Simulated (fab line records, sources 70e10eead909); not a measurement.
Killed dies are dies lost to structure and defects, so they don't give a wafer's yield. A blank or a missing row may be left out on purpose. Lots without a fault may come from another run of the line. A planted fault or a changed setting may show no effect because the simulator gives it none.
fab line records | flow nand_harc
record lots=6 wafers=16 last_day=32
route steps=1302 shown A_SOURCE_PLATE@414 A_ONON_D1@424 END@1302
lots that met no fault: from a run of the same line without faults
start_h: hours from the record's first day to the start of the lot's first wafer shown | wait_h: hours since the lot's step before | " the same as in the row above | L1.1+2: a row that stands for several wafers | - no value, or no start given | * or withheld: withheld | < > ~ a bound
route shown NAME@n: a module of which the file shows steps, and the number in the route of the first | usual: mean/standard deviation of fault-free wafers | same: alike in all rows | chamber/n: place in a boat | sites: the reading at each site | _std_site: their standard deviation | _edge_site: outer sites' mean less inner sites' | radius_mm: how far each site lies from the wafer's centre | mask NAME#n: copy n | behind: the tool/chamber that last shaped the wafer | hold: why the lot was held/for how many hours/how that ended | device: the transistor (n, p or np) that didn't switch | end of line: the same wafers' tests at the end of the route | a step without rows: its recipe alone | killed: dies lost to structure and defects at the first sort, not the wafer's yield | map: a wafer's dies, x killed, . not, _ none there
set.NAME: the setting as run; set.NAME@STEP: as run at that earlier step | model.NAME: the simulator's own value behind a step, which no gauge read
lots at some steps of the route; a table a step, a row a wafer
services: from which hour (start_h, from the record's first day; less than 0 if before it) a tool's chamber was out of use, for how many hours, and why
## steps
# step NHARC_A_SOURCE_PLATE_SRD_01
# step NHARC_A_SOURCE_PLATE_OXIDE_02
# recipe target_thk_a=100 temp_c=900 ox_time_s=1362 material=SiO2
# step NHARC_A_SOURCE_PLATE_THK_MEAS_09
# recipe thk_meas_gauge=ellipsometry
# usual thk_nm=9.9/1.1
# columns lot.wafer tool chamber start_h wait_h thk_nm
L743.2 film_metro-01 - 162.15 0.4 10.9
L743.3 " - " " 8.7
L743.6 " - " " 9.4
L749.4 film_metro-02 - 214.87 0.4 9.0
L749.6 " - " " 10.8
L750.1 film_metro-02 - 228.93 0.4 11.5
L750.6 " - " " 10.6
L758.1 film_metro-02 - 309.73 0.4 10.5
L758.3 " - " " 12.1
L758.6 " - " " 8.1
L761.3 film_metro-01 - 336.39 0.4 9.1
L761.4 " - " " 10.4
L761.6 " - " " 10.4
L764.2 film_metro-01 - 366.00 0.4 10.5
L764.3 " - " " 9.5
L764.5 " - " " 9.6
# step NHARC_A_SOURCE_PLATE_PVD_04
# recipe target_thk_a=500 material=WSi2
# step NHARC_A_SOURCE_PLATE_CVD_03
# recipe target_thk_a=2000 temp_c=620 pressure_mtorr=200 time_s=4000 material=poly-Si
# step NHARC_A_SOURCE_PLATE_ANNEAL_05
# recipe temp_c=850 time_s=1800
# step NHARC_A_SOURCE_PLATE_THK_MEAS_06
# recipe thk_meas_gauge=ellipsometry
# usual thk_nm=200.1/2.4
# columns lot.wafer tool chamber start_h wait_h thk_nm
L743.2 film_metro-02 - 175.03 0.4 201.8
L743.3 " - " " 200.9
L743.6 " - " " 200.8
L749.4 film_metro-02 - 227.24 0.4 203.2
L749.6 " - " " 202.6
L750.1 film_metro-01 - 241.89 0.4 205.5
L750.6 " - " " 202.8
L758.1 film_metro-01 - 323.64 0.4 198.8
L758.3 " - " " 199.3
L758.6 " - " " 196.5
L761.3 film_metro-01 - 348.82 0.4 199.5
L761.4 " - " " 199.7
L761.6 " - " " 197.9
L764.2 film_metro-01 - 379.94 0.4 202.7
L764.3 " - " " 200.1
L764.5 " - " " 202.5
# step NHARC_A_SOURCE_PLATE_INSPECT_08
# usual raw_defect_count=56/24
# columns lot.wafer tool chamber start_h wait_h raw_defect_count
L743.2 defect_inspect-02 - 175.10 0.0 70
L743.3 " - " " 92
L743.6 " - " " 73
L749.4 defect_inspect-02 - 227.35 0.0 26
L749.6 " - " " 49
L750.1 defect_inspect-01 - 242.00 0.0 32
L750.6 " - " " 50
L758.1 defect_inspect-01 - 323.72 0.0 69
L758.3 " - " " 42
L758.6 " - " " 75
L761.3 defect_inspect-02 - 348.88 0.0 26
L761.4 " - " " 21
L761.6 " - " " 41
L764.2 defect_inspect-02 - 380.01 0.0 62
L764.3 " - " " 44
L764.5 " - " " 41
# step NHARC_A_ONON_D1_DEP_00
# recipe target_thk_a=10000 n2_flow_sccm=2750 n2o_flow_sccm=2000 nh3_flow_sccm=500 sih4_flow_sccm=210 temp_c=400
# step NHARC_A_ONON_D1_THK_MEAS_02
# recipe thk_meas_gauge=ellipsometry
# usual thk_nm=1001/6.9
# columns lot.wafer tool chamber start_h wait_h thk_nm
L743.2 film_metro-01 - 175.67 - 998
L743.3 " - " " 997
L743.6 " - " " 996
L749.4 film_metro-01 - 227.93 - 1013
L749.6 " - " " 1015
L750.1 film_metro-02 - 242.57 - 1005
L750.6 " - " " 1006
L758.1 film_metro-01 - 324.32 - 1002
L758.3 " - " " 1002
L758.6 " - " " 1003
L761.3 film_metro-01 - 349.46 - 997
L761.4 " - " " 997
L761.6 " - " " 996
L764.2 film_metro-01 - 380.58 - 988
L764.3 " - " " 986
L764.5 " - " " 988
# step NHARC_A_ONON_D1_DEP_03
# recipe target_thk_a=10000 n2_flow_sccm=2750 n2o_flow_sccm=2000 nh3_flow_sccm=500 sih4_flow_sccm=210 temp_c=400
# columns lot.wafer tool chamber start_h wait_h
L743.2+3+6 pecvd_onon-03 0 175.79 0.1
L749.4+6 pecvd_onon-01 0 228.16 0.2
L750.1+6 pecvd_onon-01 0 242.63 0.1
L758.1+3+6 pecvd_onon-03 0 324.38 0.1
L761.3+4+6 pecvd_onon-01 0 349.63 0.2
L764.2+3+5 pecvd_onon-01 0 380.69 0.1
# step NHARC_A_ONON_D1_THK_MEAS_05
# recipe thk_meas_gauge=ellipsometry
# usual thk_nm=998/8.6
# columns lot.wafer tool chamber start_h wait_h thk_nm
L743.2 film_metro-01 - 176.24 - 1004
L743.3 " - " " 1002
L743.6 " - " " 1004
L749.4 film_metro-01 - 228.49 - 1580
L749.6 " - " " 1576
L750.1 film_metro-02 - 243.14 - 992
L750.6 " - " " 1574
L758.1 film_metro-02 - 324.89 - 997
L758.3 " - " " 996
L758.6 " - " " 995
L761.3 film_metro-01 - 350.03 - 1003
L761.4 " - " " 1004
L761.6 " - " " 1003
L764.2 film_metro-01 - 381.15 - 992
L764.3 " - " " 991
L764.5 " - " " 992
# step NHARC_A_ONON_D1_DEP_06
# recipe target_thk_a=10000 n2_flow_sccm=2750 n2o_flow_sccm=2000 nh3_flow_sccm=500 sih4_flow_sccm=210 temp_c=400
# step NHARC_END_SORT_01
# recipe temp_c=25
# usual killed_at_array=56/19 killed_at_other=0.6/1 killed_at_periphery=3.9/2.7 killed_dies=61/19 killed_open=3.3/1.9 killed_short=2.4/1.7
# same gross_dies=677
# columns lot.wafer tool chamber start_h wait_h killed_at_array killed_at_other killed_at_periphery killed_dies killed_open killed_short
L750.6 prober-02 0 642.03 4.0 673 0 4 677 5 4
L749.4 prober-01 0 640.44 3.4 673 0 4 677 2 2
L749.6 prober-01 0 642.06 4.0 671 0 6 677 0 0
# killed by level:class
L749.4 A_ONON_D1:area_dep=626 A_CHANNEL_HOLE_D2:chamber_film_flake=32 A_CHANNEL_HOLE_D1:chamber_film_flake=6 A_CONTACT:chamber_film_flake=4 P_STI:chamber_film_flake=2 P_CONTACT:geometric_particle:open=1 A_ONON_D1:geometric_particle:short=1 A_CHANNEL_HOLE_D1:geometric_particle:short=1
L750.6 A_ONON_D1:area_dep=635 A_CHANNEL_HOLE_D2:chamber_film_flake=16 A_CHANNEL_FILL_D1:chamber_film_flake=3 A_CONTACT:chamber_film_flake=3 A_ONON_D1:geometric_particle:open=2 A_CHANNEL_FILL_D2:geometric_particle:short=2 P_GATE:chamber_film_flake=2 A_ZERO_WELL:chamber_film_flake=2
L749.6 A_ONON_D1:area_dep=631 A_CHANNEL_HOLE_D2:chamber_film_flake=31 P_STI:chamber_film_flake=4 A_CHANNEL_HOLE_D1:chamber_film_flake=3 A_ZERO_WELL:chamber_film_flake=2 A_CONTACT:chamber_film_flake=2 P_GATE:chamber_film_flake=1 P_M0:chamber_film_flake=1
# map L749.4 (x killed, . not)
____________x____________
_________xxxxxxx_________
_______xxxxxxxxxxx_______
______xxxxxxxxxxxxx______
_____xxxxxxxxxxxxxxx_____
____xxxxxxxxxxxxxxxxx____
____xxxxxxxxxxxxxxxxx____
___xxxxxxxxxxxxxxxxxxx___
___xxxxxxxxxxxxxxxxxxx___
__xxxxxxxxxxxxxxxxxxxxx__
__xxxxxxxxxxxxxxxxxxxxx__
_xxxxxxxxxxxxxxxxxxxxxxx_
_xxxxxxxxxxxxxxxxxxxxxxx_
_xxxxxxxxxxxxxxxxxxxxxxx_
_xxxxxxxxxxxxxxxxxxxxxxx_
_xxxxxxxxxxxxxxxxxxxxxxx_
xxxxxxxxxxxxxxxxxxxxxxxxx
xxxxxxxxxxxxxxxxxxxxxxxxx
xxxxxxxxxxxxxxxxxxxxxxxxx
xxxxxxxxxxxxxxxxxxxxxxxxx
xxxxxxxxxxxxxxxxxxxxxxxxx
_xxxxxxxxxxxxxxxxxxxxxxx_
_xxxxxxxxxxxxxxxxxxxxxxx_
_xxxxxxxxxxxxxxxxxxxxxxx_
_xxxxxxxxxxxxxxxxxxxxxxx_
_xxxxxxxxxxxxxxxxxxxxxxx_
__xxxxxxxxxxxxxxxxxxxxx__
__xxxxxxxxxxxxxxxxxxxxx__
___xxxxxxxxxxxxxxxxxxx___
___xxxxxxxxxxxxxxxxxxx___
____xxxxxxxxxxxxxxxxx____
____xxxxxxxxxxxxxxxxx____
_____xxxxxxxxxxxxxxx_____
______xxxxxxxxxxxxx______
_______xxxxxxxxxxx_______
_________xxxxxxx_________
____________x____________
# map L750.6 (x killed, . not)
____________x____________
_________xxxxxxx_________
_______xxxxxxxxxxx_______
______xxxxxxxxxxxxx______
_____xxxxxxxxxxxxxxx_____
____xxxxxxxxxxxxxxxxx____
____xxxxxxxxxxxxxxxxx____
___xxxxxxxxxxxxxxxxxxx___
___xxxxxxxxxxxxxxxxxxx___
__xxxxxxxxxxxxxxxxxxxxx__
__xxxxxxxxxxxxxxxxxxxxx__
_xxxxxxxxxxxxxxxxxxxxxxx_
_xxxxxxxxxxxxxxxxxxxxxxx_
_xxxxxxxxxxxxxxxxxxxxxxx_
_xxxxxxxxxxxxxxxxxxxxxxx_
_xxxxxxxxxxxxxxxxxxxxxxx_
xxxxxxxxxxxxxxxxxxxxxxxxx
xxxxxxxxxxxxxxxxxxxxxxxxx
xxxxxxxxxxxxxxxxxxxxxxxxx
xxxxxxxxxxxxxxxxxxxxxxxxx
xxxxxxxxxxxxxxxxxxxxxxxxx
_xxxxxxxxxxxxxxxxxxxxxxx_
_xxxxxxxxxxxxxxxxxxxxxxx_
_xxxxxxxxxxxxxxxxxxxxxxx_
_xxxxxxxxxxxxxxxxxxxxxxx_
_xxxxxxxxxxxxxxxxxxxxxxx_
__xxxxxxxxxxxxxxxxxxxxx__
__xxxxxxxxxxxxxxxxxxxxx__
___xxxxxxxxxxxxxxxxxxx___
___xxxxxxxxxxxxxxxxxxx___
____xxxxxxxxxxxxxxxxx____
____xxxxxxxxxxxxxxxxx____
_____xxxxxxxxxxxxxxx_____
______xxxxxxxxxxxxx______
_______xxxxxxxxxxx_______
_________xxxxxxx_________
____________x____________
## services
# columns tool chamber start_h hours kind
pecvd_onon-03 - 227.00 13.0 pm
pecvd_onon-01 - 269.12 13.0 pm
pecvd_onon-03 - 344.37 14.3 repair
## key
first_sign step=NHARC_A_ONON_D1_THK_MEAS_05 reading=thk_nm direction=up sigmas=67 usual=998 struck=1577
effect step=NHARC_END_SORT_01 reading=killed_dies direction=up sigmas=33 usual=61 struck=677
more_kills_born_at NHARC_A_ONON_D1_DEP_03@pecvd_onon-01=1892
met_at NHARC_A_ONON_D1_DEP_03
struck_wafers L749.4,L749.6,L750.6
later_rows_left_out L749.4,L749.6,L750.6
tester_left_out L749,L750
fault kind=process_parameter_drift tool=pecvd_onon-01 chamber=- onset_h=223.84 steps=NHARC_A_ONON_D1_DEP_03 channel=target_thk_a offset=* shape=step end_h=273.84 scope=struck_wafers_only acts_in=* stated=*
# tester_left_out: of these lots the tester's yield and bins aren't shown, on N5 and GAA mostly nor the transistor test; their killed dies are dies lost to structure and defects alone, not to doping, threshold or leakage, so they don't give the yield
# later_rows_left_out: the simulator's readings of these wafers behind a module that went badly wrong aren't trusted and aren't shown, but for the sort
